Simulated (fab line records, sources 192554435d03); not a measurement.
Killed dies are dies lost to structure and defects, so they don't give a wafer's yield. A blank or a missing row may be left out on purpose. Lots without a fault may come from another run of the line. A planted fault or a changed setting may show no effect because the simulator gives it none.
Split-lot experiment | flow n5_finfet | 7 lots, 21 wafers read, on a route of 1938 steps

THE SPLIT
At N5_FIN_CUT_COAT_19 (time 60 s, resist thk 20 nm), the setting spin_rpm was moved away from the recipe's 1500 rpm on 5 of the 21 wafers read, by -6.7% to +11.2%. The other wafers ran this setting at the recipe's value.

FROM THE SPLIT TO THE READING: what the file shows between them, 4 steps
- N5_FIN_CUT_COAT_29: time 60 s, resist thk 10 nm
- N5_FIN_CUT_COAT_02: resist thk 30 nm
- N5_FIN_CUT_DESCUM_13: chemistry O2, time 7 s
- N5_FIN_CUT_ETCH_30: etches underlayer in N2/H2, target depth 13 nm, time 10.4 s

THE READING
etch.depth_nm (the simulator's own value, which no gauge read), in nm, at N5_FIN_CUT_ETCH_20 (etches SiARC in CF4, target depth 26 nm, time 43.3 s). The file gives no usual value for it. The 16 wafers here that ran the recipe average 19.98 nm, standard deviation 0.048 nm.

wafer  | tool, chamber at the split | spin_rpm as run, rpm | against the recipe | etch.depth_nm, nm | against lot-mates on the recipe
L074.1 | litho_track-05, 0          | 1500                 | recipe             | 19.88             | -
L074.3 | litho_track-05, 0          | 1500                 | recipe             | 19.96             | -
L074.4 | litho_track-05, 0          | 1562                 | +4.1%              | 19.53             | -0.39
L075.3 | litho_track-02, 0          | 1500                 | recipe             | 19.91             | -
L075.4 | litho_track-02, 0          | 1646                 | +9.7%              | 19.05             | -0.89
L075.5 | litho_track-02, 0          | 1500                 | recipe             | 19.96             | -
L085.1 | litho_track-03, 0          | 1500                 | recipe             | 20.02             | -
L085.2 | litho_track-03, 0          | 1500                 | recipe             | 19.96             | -
L085.6 | litho_track-03, 0          | 1500                 | recipe             | 20                | -
L091.4 | litho_track-05, 0          | 1500                 | recipe             | 20                | -
L091.6 | litho_track-05, 0          | 1500                 | recipe             | 20                | -
L091.5 | litho_track-05, 0          | 1500                 | recipe             | 19.97             | -
L092.2 | litho_track-02, 0          | 1500                 | recipe             | 20.05             | -
L092.3 | litho_track-02, 0          | 1500                 | recipe             | 20.09             | -
L092.4 | litho_track-02, 0          | 1668                 | +11.2%             | 19                | -1.07
L093.1 | litho_track-03, 0          | 1500                 | recipe             | 19.99             | -
L093.5 | litho_track-03, 0          | 1500                 | recipe             | 19.99             | -
L093.3 | litho_track-03, 0          | 1500                 | recipe             | 19.98             | -
L095.2 | litho_track-05, 0          | 1400                 | -6.7%              | 20.63             | +0.63
L095.5 | litho_track-05, 0          | 1400                 | -6.7%              | 20.68             | +0.68
L095.6 | litho_track-05, 0          | 1500                 | recipe             | 20                | -

THE FIT
A straight line over all 21 wafers: etch.depth_nm changes by -0.095 nm for each +1% of spin_rpm; r = -0.99; the points scatter about the line by 0.051 nm.
The same after taking each lot's own level away (the mean of its wafers on the recipe; 21 wafers): -0.095 nm for each +1%; r = -1.00; scatter 0.024 nm.
On that fit, the largest move of spin_rpm shifts the reading by 1.1 nm.
The lots' own levels span 19.920 to 20.070 nm, that is 3.2 times the standard deviation above.
So the lot-to-lot level changes the slope little: the two slopes agree.
Check: with one of the wafers moved furthest among these (+11.2%) left out of the fit, the line predicts -1.05 nm for it against its lot-mates. It came out at -1.07 nm against them.

OTHER SPLITS ON THESE WAFERS
These wafers also went through other splits before the reading. Each is held against what the fit with the lots' levels taken away leaves over:
other split on the same wafers            | wafers away from the commonest value | r with etch.depth_nm (lot level and that fit taken away)
N5_WELL_APT_EXPOSE_22 dose_mj             | 7                                    | -0.33
N5_WELL_APT_PEB_23 peb_temp_c             | 11                                   | -0.07
N5_PMOS_HMC_CHANNEL_EPI_EXPOSE_06 dose_mj | 7                                    | +0.26
N5_PMOS_HMC_CHANNEL_EPI_PEB_07 peb_temp_c | 12                                   | +0.35

THE WHOLE CHAIN: every reading that the file lists as answering this split, in the file's order
step               | what it does                                         | reading                                                                          | change (the file's fit)                | r (the file's)
N5_FIN_CUT_COAT_19 | time 60 s, resist thk 20 nm                          | SiARC_of_FIN_CUT_COAT_19.thk_nm (the simulator's own value, which no gauge read) | -0.0929 nm for each +1% of the setting | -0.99
N5_FIN_CUT_ETCH_20 | etches SiARC in CF4, target depth 26 nm, time 43.3 s | etch.depth_nm (the simulator's own value, which no gauge read)                   | -0.0944 nm for each +1% of the setting | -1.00

THE FILE'S OWN FIT
etch.depth_nm changes by -0.0944 nm for each +1% of spin_rpm, r = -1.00.
